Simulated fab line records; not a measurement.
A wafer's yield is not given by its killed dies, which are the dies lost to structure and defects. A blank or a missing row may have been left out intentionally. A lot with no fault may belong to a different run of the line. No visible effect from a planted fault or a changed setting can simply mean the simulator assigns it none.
A struck lot beside a sound one    flow n5Finfet    38 out of 1938 route steps
Sound: these wafers, L103.2, L103.4, L103.5. Wafers L995.1, L995.2, L995.4 were the ones struck. Last of all comes the cause.
Order at every step that has rows: each side's tool, ch and its chambers, its first start. Under that, the readings that differ: sound wafers    struck wafers    difference of the means    sigmas: that difference in standard deviations of wafers without a fault.
alike: readings whose means differ by less than 2 such deviations, and words and numbers that are the same on both sides. not compared: withheld readings, readings that some wafer has no value for, bounds like >300 that may hide the same value, and numbers for which the record gives no deviation and whose values overlap.
The two part at a step that has a row with sigmas, a row that says differs or no value, or rows on one side only. Numbers that don't overlap but have no deviation are shown without sigmas and don't part them. Lack of a reading on every wafer of one side parts them only where that side has two or more wafers.

first, 9 steps without rows for these wafers: N5_BEOL_M4_ANNEAL_95 (time 240 s); N5_BEOL_M4_SPUTTER_96 (material Cu, target thk 4.5 nm, time 8.29 s); N5_BEOL_M4_ECD_50 (material Cu, target thk 300 nm); N5_BEOL_M4_ANNEAL_51 (time 90 s); N5_BEOL_M4_CMP_52 (polishes, stops on SiOC, t overpolish 6.8 s, target thk 40 nm); N5_BEOL_M4_PRE_CLEAN_60 (time 15 s); N5_BEOL_M4_CO_CAP_55 (material Co, precursor CCTBA/H2, target thk 2 nm, time 102.1 s); N5_BEOL_M4_PRE_CLEAN_56 (time 15 s); N5_BEOL_M4_DEP_57 (deposits SiCN from 3MS/NH3, target thk 8 nm, time 14 s).
N5_BEOL_M4_RC_MEAS_101:
  sound on prober-01 ch 0, day 15 04:50; struck on prober-01 ch 0, day 13 14:22
  alike: DIBL_N, DIBL_P, IOFF_N, IOFF_P, ION_N, ION_P, SS_N, SS_P, VT_N, VT_P
then, 24 steps without rows for these wafers: N5_BEOL_M5_ILD_DEP_00 (deposits SiCOH lowk from DEMS/porogen, target thk 140.64 nm, time 25.9 s); N5_BEOL_M5_CURE_79 (cures SiCOH lowk, time 240 s); N5_BEOL_M5_PECVD_70 (deposits SiO2 from TEOS/O2, target thk 16 nm, time 18 s); N5_BEOL_M5_HM_DEP_02 (deposits TiN, target thk 20 nm); N5_BEOL_M5_COAT_59 (time 60 s, resist thk 60 nm); N5_BEOL_M5_COAT_60 (time 60 s, resist thk 12 nm); N5_BEOL_M5_COAT_71 (time 60 s, resist thk 5 nm); N5_BEOL_M5_COAT_05 (resist thk 30 nm); N5_BEOL_M5_EBR_07; N5_BEOL_M5_SOFTBAKE_06 (time 60 s); N5_BEOL_M5_EXPOSE_08 (exposes mask M5, target cd 28 nm); N5_BEOL_M5_PEB_09 (peb time 60 s); N5_BEOL_M5_DEVELOP_10 (develop time 30 s); N5_BEOL_M5_DESCUM_16 (chemistry O2, time 7 s); N5_BEOL_M5_ETCH_72 (etches underlayer in N2/H2, target depth 6.5 nm, time 5.2 s); N5_BEOL_M5_ETCH_61 (etches SiARC in CF4, target depth 15.6 nm, time 26 s); N5_BEOL_M5_ETCH_62 (etches SOC in N2/H2, target depth 75 nm, overetch 15 nm, time 112.5 s); N5_BEOL_M5_STRIP_63 (strips in N2/H2); N5_BEOL_M5_STRIP_73 (strips in N2/H2); N5_BEOL_M5_STRIP_64 (strips in CF4); N5_BEOL_M5_HM_OPEN_17 (chemistry Cl2/BCl3, target TiN, target depth 20 nm, overetch 6 nm); N5_BEOL_M5_STRIP_19 (strips in O2); N5_BEOL_M5_COAT_65 (time 60 s, resist thk 60 nm); N5_BEOL_M5_COAT_66 (time 60 s, resist thk 12 nm).
-- a jump in the record: the struck wafers' starts before and after are 4 days apart (it breaks off in module BEOL_M5 and resumes in module BEOL_M14, where the first step shown is number 1753 of the route) --
N5_BEOL_M14_TRENCH_ETCH_34: etches SiO2 in C4F8/O2/Ar, target depth 556.65 nm, time 126.9 s.
  sound on rieDiel-03 ch 0,1,3, day 18 12:04; struck on rieDiel-02 ch 1,2,3, day 17 06:33
  no value came back on the struck wafers for any of 8 readings (C4F8_flow_sccm (sccm), O2_flow_sccm (sccm) and others); on the sound wafers C4F8_flow_sccm (sccm) reads 16.06 16.01 15.93
reading                                     sound  struck          difference  sigmas
model.SiARC_of_BEOL_M14_COAT_66.thkNm (nm)  0 0 0  64.2 65.6 65.4  +65.1       
  not compared: rfHoursCounterH
N5_BEOL_M14_OCD_MEAS_35:
  sound on ocd-02 at day 18 12:14; struck on ocd-01 at day 17 06:43
reading             sound        struck  difference  sigmas
trenchDepthNm (nm)  532 562 547  0 0 0   -547        -30
N5_BEOL_M14_CMP_49: polishes, stops on SiO2, t overpolish 5.2 s, target thk 560 nm.
  sound on cmp-01 ch 1,2, day 18 13:41; struck on cmp-04 ch 0,1,3, day 17 12:46
reading                                 sound            struck       difference  sigmas
motorCurrentA (A)                       9.7 9.2 9.3      7.9 7.0 7.0  -2.1        -2
model.Cu_of_BEOL_M14_ECD_47.thkNm (nm)  533 563.4 549.8  1.4 0 0      -548.3      
  alike: barrierFieldEndpointS, clearingPlatenRpm, overpolishRunS, timeToEndpointS
N5_PASSIVATION_PROBE_49:
  rows exist in the record for the struck wafers here (prober-02, day 18 17:04), but not for the sound ones

== WHERE THEY PART ==
Earliest at N5_BEOL_M14_TRENCH_ETCH_34; latest, in this record, at N5_PASSIVATION_PROBE_49.

WHY: whatever the simulator had introduced
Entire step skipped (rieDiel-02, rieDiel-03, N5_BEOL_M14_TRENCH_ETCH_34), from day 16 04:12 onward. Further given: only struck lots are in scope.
